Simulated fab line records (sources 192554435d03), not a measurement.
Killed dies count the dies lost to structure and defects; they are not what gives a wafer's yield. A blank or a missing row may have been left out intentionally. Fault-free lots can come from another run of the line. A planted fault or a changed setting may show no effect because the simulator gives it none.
Split-lot trial :: flow n5-finfet :: 7 lots, 21 wafers read, on a route of 1938 steps

== SPLIT DETAILS ==
At N5_BEOL_M11_COAT_63 (time 60 s, resist thk 100 nm), the setting spin-rpm was moved away from the recipe's 1500 rpm on 8 of the 21 wafers read, by -3.8% to +11.2%. For the rest of the wafers, this setting stayed at what the recipe calls for.

The split's own step is where the reading is taken.

== THE READING ==
SOC_of_BEOL_M11_COAT_63.thk-nm (the simulator's own value, which no gauge read), in nm, at N5_BEOL_M11_COAT_63 (time 60 s, resist thk 100 nm). No usual value for it is given in the file. Average 100.3 nm, standard deviation 0.25 nm, over the 13 wafers here run with the recipe.

wafer: L074.4
tool, chamber at the split: litho-track-03, 0
spin-rpm as run, rpm: 1500
against the recipe: recipe
SOC_of_BEOL_M11_COAT_63.thk-nm, nm: 100.8
against lot-mates on the recipe: -

wafer: L074.5
tool, chamber at the split: litho-track-03, 0
spin-rpm as run, rpm: 1668
against the recipe: +11.2%
SOC_of_BEOL_M11_COAT_63.thk-nm, nm: 95.2
against lot-mates on the recipe: -5.5

wafer: L074.6
tool, chamber at the split: litho-track-03, 0
spin-rpm as run, rpm: 1500
against the recipe: recipe
SOC_of_BEOL_M11_COAT_63.thk-nm, nm: 100.6
against lot-mates on the recipe: -

wafer: L075.2
tool, chamber at the split: litho-track-04, 0
spin-rpm as run, rpm: 1443
against the recipe: -3.8%
SOC_of_BEOL_M11_COAT_63.thk-nm, nm: 102.4
against lot-mates on the recipe: +2.0

wafer: L075.4
tool, chamber at the split: litho-track-04, 0
spin-rpm as run, rpm: 1443
against the recipe: -3.8%
SOC_of_BEOL_M11_COAT_63.thk-nm, nm: 102.4
against lot-mates on the recipe: +2.0

wafer: L075.6
tool, chamber at the split: litho-track-04, 0
spin-rpm as run, rpm: 1500
against the recipe: recipe
SOC_of_BEOL_M11_COAT_63.thk-nm, nm: 100.4
against lot-mates on the recipe: -

wafer: L078.2
tool, chamber at the split: litho-track-03, 0
spin-rpm as run, rpm: 1500
against the recipe: recipe
SOC_of_BEOL_M11_COAT_63.thk-nm, nm: 100.6
against lot-mates on the recipe: -

wafer: L078.3
tool, chamber at the split: litho-track-03, 0
spin-rpm as run, rpm: 1649
against the recipe: +9.9%
SOC_of_BEOL_M11_COAT_63.thk-nm, nm: 96
against lot-mates on the recipe: -4.6

wafer: L078.5
tool, chamber at the split: litho-track-03, 0
spin-rpm as run, rpm: 1649
against the recipe: +9.9%
SOC_of_BEOL_M11_COAT_63.thk-nm, nm: 95.6
against lot-mates on the recipe: -5.0

wafer: L080.4
tool, chamber at the split: litho-track-04, 0
spin-rpm as run, rpm: 1500
against the recipe: recipe
SOC_of_BEOL_M11_COAT_63.thk-nm, nm: 100.4
against lot-mates on the recipe: -

wafer: L080.5
tool, chamber at the split: litho-track-04, 0
spin-rpm as run, rpm: 1500
against the recipe: recipe
SOC_of_BEOL_M11_COAT_63.thk-nm, nm: 100.4
against lot-mates on the recipe: -

wafer: L080.6
tool, chamber at the split: litho-track-04, 0
spin-rpm as run, rpm: 1500
against the recipe: recipe
SOC_of_BEOL_M11_COAT_63.thk-nm, nm: 100.4
against lot-mates on the recipe: -

wafer: L083.2
tool, chamber at the split: litho-track-02, 0
spin-rpm as run, rpm: 1640
against the recipe: +9.3%
SOC_of_BEOL_M11_COAT_63.thk-nm, nm: 95.6
against lot-mates on the recipe: no lot-mate on the recipe

wafer: L083.4
tool, chamber at the split: litho-track-02, 0
spin-rpm as run, rpm: 1640
against the recipe: +9.3%
SOC_of_BEOL_M11_COAT_63.thk-nm, nm: 95.6
against lot-mates on the recipe: no lot-mate on the recipe

wafer: L083.3
tool, chamber at the split: litho-track-02, 0
spin-rpm as run, rpm: 1640
against the recipe: +9.3%
SOC_of_BEOL_M11_COAT_63.thk-nm, nm: 95.4
against lot-mates on the recipe: no lot-mate on the recipe

wafer: L085.2
tool, chamber at the split: litho-track-03, 0
spin-rpm as run, rpm: 1500
against the recipe: recipe
SOC_of_BEOL_M11_COAT_63.thk-nm, nm: 100
against lot-mates on the recipe: -

wafer: L085.4
tool, chamber at the split: litho-track-03, 0
spin-rpm as run, rpm: 1500
against the recipe: recipe
SOC_of_BEOL_M11_COAT_63.thk-nm, nm: 100
against lot-mates on the recipe: -

wafer: L085.3
tool, chamber at the split: litho-track-03, 0
spin-rpm as run, rpm: 1500
against the recipe: recipe
SOC_of_BEOL_M11_COAT_63.thk-nm, nm: 100.4
against lot-mates on the recipe: -

wafer: L086.3
tool, chamber at the split: litho-track-03, 0
spin-rpm as run, rpm: 1500
against the recipe: recipe
SOC_of_BEOL_M11_COAT_63.thk-nm, nm: 100
against lot-mates on the recipe: -

wafer: L086.6
tool, chamber at the split: litho-track-03, 0
spin-rpm as run, rpm: 1500
against the recipe: recipe
SOC_of_BEOL_M11_COAT_63.thk-nm, nm: 100
against lot-mates on the recipe: -

wafer: L086.5
tool, chamber at the split: litho-track-03, 0
spin-rpm as run, rpm: 1500
against the recipe: recipe
SOC_of_BEOL_M11_COAT_63.thk-nm, nm: 100.2
against lot-mates on the recipe: -

FIT RESULTS
A straight line over all 21 wafers: SOC_of_BEOL_M11_COAT_63.thk-nm changes by -0.488 nm for each +1% of spin-rpm; r = -0.99; the points scatter about the line by 0.28 nm.
The same after taking each lot's own level away (the mean of its wafers on the recipe; 18 wafers): -0.491 nm for each +1%; r = -1.00; scatter 0.13 nm.
According to that fit, moving spin-rpm by its largest amount changes the reading by 5.5 nm.
The span of the lots' own levels, 100.07 to 100.70 nm, comes to 2.5 times the standard deviation stated above.
So the lot-to-lot level changes the slope little: the two slopes agree.
Check: -5.46 nm against its lot-mates is what the line predicts for one of the wafers moved furthest among these (+11.2%) when that wafer is left out of the fit. Against them it came out at -5.5 nm.

== FURTHER SPLITS ON THESE WAFERS ==
Note: prior to the reading, these wafers also went through further splits. Each is held against what the fit with the lots' levels taken away leaves over:
other split on the same wafers: N5_BEOL_M6_ETCH_61 bias-w
wafers away from the commonest value: 12
r with SOC_of_BEOL_M11_COAT_63.thk-nm (lot level and that fit taken away): +0.14

other split on the same wafers: N5_BEOL_M6_COAT_64 spin-rpm
wafers away from the commonest value: 6
r with SOC_of_BEOL_M11_COAT_63.thk-nm (lot level and that fit taken away): -0.09

other split on the same wafers: N5_BEOL_M7_EXPOSE_25 dose-mj
wafers away from the commonest value: 9
r with SOC_of_BEOL_M11_COAT_63.thk-nm (lot level and that fit taken away): -0.41

other split on the same wafers: N5_BEOL_M7_DESCUM_33 time-s
wafers away from the commonest value: 4
r with SOC_of_BEOL_M11_COAT_63.thk-nm (lot level and that fit taken away): -0.06

other split on the same wafers: N5_BEOL_M7_DEP_56 time-s
wafers away from the commonest value: 10
r with SOC_of_BEOL_M11_COAT_63.thk-nm (lot level and that fit taken away): -0.09

other split on the same wafers: N5_BEOL_M8_PECVD_70 temp-c
wafers away from the commonest value: 5
r with SOC_of_BEOL_M11_COAT_63.thk-nm (lot level and that fit taken away): +0.17

other split on the same wafers: N5_BEOL_M9_TRENCH_ETCH_37 time-s
wafers away from the commonest value: 6
r with SOC_of_BEOL_M11_COAT_63.thk-nm (lot level and that fit taken away): -0.06

other split on the same wafers: N5_BEOL_M9_CMP_52 down-force-psi
wafers away from the commonest value: 9
r with SOC_of_BEOL_M11_COAT_63.thk-nm (lot level and that fit taken away): +0.27

== FILE'S OWN FIT ==
SOC_of_BEOL_M11_COAT_63.thk-nm changes by -0.49 nm for each +1% of spin-rpm, r = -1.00.
